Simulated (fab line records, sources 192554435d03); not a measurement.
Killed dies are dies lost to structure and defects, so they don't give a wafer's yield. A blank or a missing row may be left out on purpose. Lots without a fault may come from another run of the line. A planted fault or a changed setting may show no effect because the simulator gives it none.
Chamber matching | flow n5_finfet | N5_HKMG_FIN_DESCUM_17 on rie_diel-04: 4 sister chambers
The step chemistry O2, time 7.9 s. 14 wafers are shown with their chamber, then 7 later ones without.

WAFERS WITH THEIR CHAMBER
wafer  | chamber | drypump_motor_current_A (A) | showerhead_plenum_p_Torr (Torr) | oes_product_au (a.u.)
L078.3 | 2       | 5.41                        | 2.07                            | 0.69
L078.4 | 0       | 5.53                        | 2.08                            | 0.73
L078.6 | 0       | 5.53                        | 2.08                            | 0.73
L079.1 | 1       | 5.91                        | 1.98                            | 0.73
L079.3 | 2       | 5.41                        | 2.07                            | 0.70
L079.4 | 3       | 5.19                        | 2.09                            | 0.76
L085.1 | 0       | 5.52                        | 2.08                            | 0.72
L085.2 | 1       | 5.92                        | 1.98                            | 0.73
L085.6 | 2       | 5.39                        | 2.06                            | 0.69
L087.2 | 1       | 5.91                        | 1.98                            | 0.72
L087.3 | 0       | 5.53                        | 2.08                            | 0.72
L087.4 | 2       | 5.41                        | 2.06                            | 0.68
L091.2 | 2       | 5.39                        | 2.06                            | 0.68
L091.4 | 0       | 5.54                        | 2.07                            | 0.72

SIGNATURES (means of the wafers above)
reading                  | chamber 0 | chamber 1 | chamber 2 | chamber 3 | scatter within a chamber
drypump_motor_current_A  | 5.5300    | 5.9133    | 5.4020    | 5.1900    | 0.00864
showerhead_plenum_p_Torr | 2.0780    | 1.9800    | 2.0640    | 2.0900    | 0.00447
oes_product_au           | 0.7240    | 0.7267    | 0.6880    | 0.7600    | 0.00683
Rule: a wafer's distance from a chamber is the root of the sum, over the readings, of the square of ((its reading less the chamber's mean) divided by the reading's scatter). The wafer belongs to the nearest chamber; if the next one is less than 2 further off, it can't be placed. The scatter: the root of (the sum of the squares of (reading less its chamber's mean) over the shown wafers, divided by (wafers less chambers)).

WAFERS WITHOUT THEIR CHAMBER
wafer  | drypump_motor_current_A (A) | showerhead_plenum_p_Torr (Torr) | oes_product_au (a.u.)
L091.5 | 5.54                        | 2.08                            | 0.72
L094.2 | 5.52                        | 2.07                            | 0.71
L094.3 | 5.92                        | 1.97                            | 0.71
L094.4 | 5.37                        | 2.06                            | 1.02
L095.3 | 5.20                        | 2.07                            | 0.73
L095.4 | 5.39                        | 2.06                            | 1.00
L095.5 | 5.19                        | 2.07                            | 0.73

WHICH CHAMBER EACH WENT THROUGH
wafer  | from the rows above     | in truth
L091.5 | 0                       | 0
L094.2 | 0                       | 0
L094.3 | 1                       | 1
L094.4 | 3                       | 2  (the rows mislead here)
L095.3 | 3                       | 3
L095.4 | can't be placed: 3 or 0 | 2
L095.5 | 3                       | 3
Placed correctly: 5 of 7. Can't be placed from these rows: 1 (the true chamber is among the candidates in 0). Placed wrongly: 1.
